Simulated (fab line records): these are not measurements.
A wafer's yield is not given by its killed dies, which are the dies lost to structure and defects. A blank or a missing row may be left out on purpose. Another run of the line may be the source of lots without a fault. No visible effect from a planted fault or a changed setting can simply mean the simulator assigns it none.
Which tool did it?    flow n5Finfet    11 lots, 32 wafers sampled, at 2 steps of a route of 1938

== WHAT THE GAUGES READ, wafer by wafer ==
N5_MIM_TOP_LITHO_CD_MEAS_08: target cd 2000 nm. Usual: cdNm reads 1999.7 nm (standard deviation 1.7).
lot   measured      on        cdNm (nm)             flag
L256  day 12 11:20  cdSem-03  2001.6 1997.4 1999.5  
L259  day 12 11:36  cdSem-01  1999.8 1999.5 2003.6  
L258  day 12 14:10  cdSem-02  1998.0 1997.8 1997.4  
L261  day 12 23:21  cdSem-01  1997.4 1998.7 1996.8  
L260  day 13 03:08  cdSem-02  2000.6 1999.6 1999.7  
L262  day 13 07:30  cdSem-02  1999.2 1999.7 1998.5  
L264  day 14 11:19  cdSem-01  1998.4 1999.9 2002.2  
L269  day 15 21:17  cdSem-01  2001.3 2001.7         
L274  day 16 17:26  cdSem-02  2001.5 2000.9 2000.4  
L277  day 17 07:11  cdSem-01  2002.0 2000.5 2000.9  
L279  day 17 12:07  cdSem-02  1998.0 1998.5 1995.2  

== WHAT TOOL EACH LOT RAN ON (gives the tool, then ch and the chambers of the sampled wafers, and finally the start) ==
lot   N5_MIM_TOP_DEGAS_04
L256  pvdSputter-03, day 12 10:54
L259  pvdSputter-03, day 12 11:10
L258  pvdSputter-01, day 12 13:43
L261  pvdSputter-02, day 12 22:55
L260  pvdSputter-01, day 13 02:42
L262  pvdSputter-03, day 13 07:04
L264  pvdSputter-01, day 14 10:53
L269  pvdSputter-03, day 15 20:52
L274  pvdSputter-03, day 16 17:00
L277  pvdSputter-01, day 17 06:46
L279  pvdSputter-03, day 17 11:34
- N5_MIM_TOP_DEGAS_04: time 60 s.

== AS READ BY THE TOOLS THEMSELVES (means over the sampled wafers that have a number; for cases with no such wafer, the mark the record gives instead) ==
N5_MIM_TOP_DEGAS_04. Usual: heaterPowerW 452 W, standard deviation 51; susceptorTempC 300.02 C, standard deviation 0.21.
lot   tool           heaterPowerW (W)  susceptorTempC (C)  flag
L256  pvdSputter-03  423               300.09              
L259  pvdSputter-03  440               299.66              
L258  pvdSputter-01  462               300.23              
L261  pvdSputter-02  429               299.99              
L260  pvdSputter-01  469               300.16              
L262  pvdSputter-03  443               300.27              
L264  pvdSputter-01  417               299.78              
L269  pvdSputter-03  431               300.00              
L274  pvdSputter-03  435               299.88              
L277  pvdSputter-01  468               299.98              
L279  pvdSputter-03  437               300.08              

== THE ANSWER, worked out from the rows above alone ==
Rule: take the mean of a lot's wafers that have a number; if it is more than 3 standard deviations from the usual mean, the lot is off. A lot without any number at a reading at which 4 lots or more have one is off too. The other lots that the step has rows for count as sound. After the gauges, taken in route order, come the tools' own readings; for these a lot's mean is taken, as printed above. At the first step where some lot is off, the reading lying furthest off is the one used; lots without a number count as furthest.
Across all readings shown, no lot is off: no conclusion can be drawn from this.

== WHAT HAD BEEN PUT IN BY THE SIMULATOR ==
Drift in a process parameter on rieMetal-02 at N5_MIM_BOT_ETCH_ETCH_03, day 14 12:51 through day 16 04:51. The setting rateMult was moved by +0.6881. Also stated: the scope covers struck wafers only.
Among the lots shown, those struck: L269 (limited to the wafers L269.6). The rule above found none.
